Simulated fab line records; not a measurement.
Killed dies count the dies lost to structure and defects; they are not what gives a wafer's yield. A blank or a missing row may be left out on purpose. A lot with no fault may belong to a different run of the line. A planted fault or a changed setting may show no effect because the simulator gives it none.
Comparing a struck lot with a sound one :: flow n5 finfet :: 15 out of 1938 route steps
Sound: these wafers, L392.3, L392.4, L392.5. Struck: wafer L400.5 (left out: L400.1, a lot-mate that was not struck); the cause follows at the end.
At each step with rows: each side's tool, then ch and its chambers, then its first start. Under that, the readings that differ: sound wafers :: struck wafers :: difference of the means :: sigmas: that difference in standard deviations of wafers without a fault.
alike: readings with means less than 2 such deviations apart, plus words and numbers identical on both sides. not compared: withheld readings, readings lacking a value on some wafer, bounds such as >300 that could conceal the same value, and numbers that have no deviation in the record and whose values overlap.
The two part at a step that has a row with sigmas, a row that says differs or no value, or rows on one side only. When numbers do not overlap yet have no deviation, they are printed without sigmas and do not part them. Lack of a reading on every wafer of one side parts them only where that side has two or more wafers.

first, 6 steps without rows for these wafers: N5_BEOL_M7_COAT_22 (resist thk 30 nm); N5_BEOL_M7_EBR_24; N5_BEOL_M7_SOFTBAKE_23 (time 60 s); N5_BEOL_M7_EXPOSE_25 (exposes mask V6, target cd 40 nm); N5_BEOL_M7_PEB_26 (peb time 60 s); N5_BEOL_M7_DEVELOP_27 (develop time 30 s).
N5_BEOL_M7_CD_MEAS_28 targets a cd of 40 nm.
  sound on cd sem-02 ch 0, day 16 19:25; struck on cd sem-01 ch 0, day 18 09:20
reading: cd nm (nm)
sound: 39.72 39.82 39.84
struck: 39.16
difference: -0.63
sigmas: -2
N5_BEOL_M7_OVL_MEAS_29:
  sound on overlay-01 ch 0, day 16 19:28; struck on overlay-02 ch 0, day 18 09:22
reading: V6_OVL (nm)
sound: 0.2 0.0 0.1
struck: 1.3
difference: +1.2
sigmas: +2
N5_BEOL_M7_INSPECT_30: inspects for defects (brightfield).
  sound on defect inspect-01 at day 16 19:31; struck on defect inspect-01 at day 18 09:26
  alike: raw defect count
N5_BEOL_M7_DESCUM_33: chemistry O2, time 7 s.
  sound on rie diel-03 ch 0,1, day 16 19:32; struck on rie diel-02 ch 1, day 18 09:56
reading: throttle valve pct (%)
sound: 20.35 20.04 20.36
struck: 20.97
difference: +0.72
sigmas: +2
  alike: drypump motor current A, oes product au, rf vpp V, showerhead plenum p Torr
  not compared: rf hours counter h
N5_BEOL_M7_ETCH_72: etches underlayer in N2/H2, target depth 6.5 nm, time 5.2 s.
  sound on rie diel-03 ch 0,1, day 16 19:35; struck on rie diel-02 ch 1, day 18 09:58
reading: throttle valve pct (%)
sound: 17.73 17.49 17.73
struck: 18.21
difference: +0.56
sigmas: +2
  alike: drypump motor current A, etch rf on time s, h2 flow sccm, oes product au, rf vpp V, showerhead plenum p Torr
  not compared: rf hours counter h
N5_BEOL_M7_ETCH_65: etches SiARC in CF4, target depth 15.6 nm, time 26 s.
  sound on rie diel-03 ch 0,1, day 16 19:35; struck on rie diel-02 ch 1, day 18 09:59
  alike: drypump motor current A, etch rf on time s, oes product au, rf vpp V, showerhead plenum p Torr, throttle valve pct
  not compared: rf hours counter h
N5_BEOL_M7_ETCH_66: etches SOC in N2/H2, target depth 80 nm, overetch 16 nm, time 120 s.
  sound on rie diel-03 ch 0,1, day 16 19:37; struck on rie diel-02 ch 1, day 18 10:01
reading: run length s (s)
sound: 142.9 143.1 143.3
struck: 124.5
difference: -18.6
sigmas: -46

reading: throttle valve pct (%)
sound: 17.70 17.45 17.70
struck: 18.18
difference: +0.56
sigmas: +2

reading: model.SiARC_of_BEOL_M7_COAT_64.thk nm (nm)
sound: 6.4 6.2 6.4
struck: 7.2
difference: +0.9
sigmas: 
  alike: drypump motor current A, h2 flow sccm, oes product au, rf vpp V, showerhead plenum p Torr
  not compared: rf hours counter h
then, 2 steps without rows for these wafers: N5_BEOL_M7_STRIP_69 (strips in N2/H2); N5_PASSIVATION_PROBE_49.

WHERE THEY PART
Last at N5_BEOL_M7_ETCH_66 as far as this record goes, first at N5_BEOL_M7_CD_MEAS_28.

WHY: the cause the simulator had injected
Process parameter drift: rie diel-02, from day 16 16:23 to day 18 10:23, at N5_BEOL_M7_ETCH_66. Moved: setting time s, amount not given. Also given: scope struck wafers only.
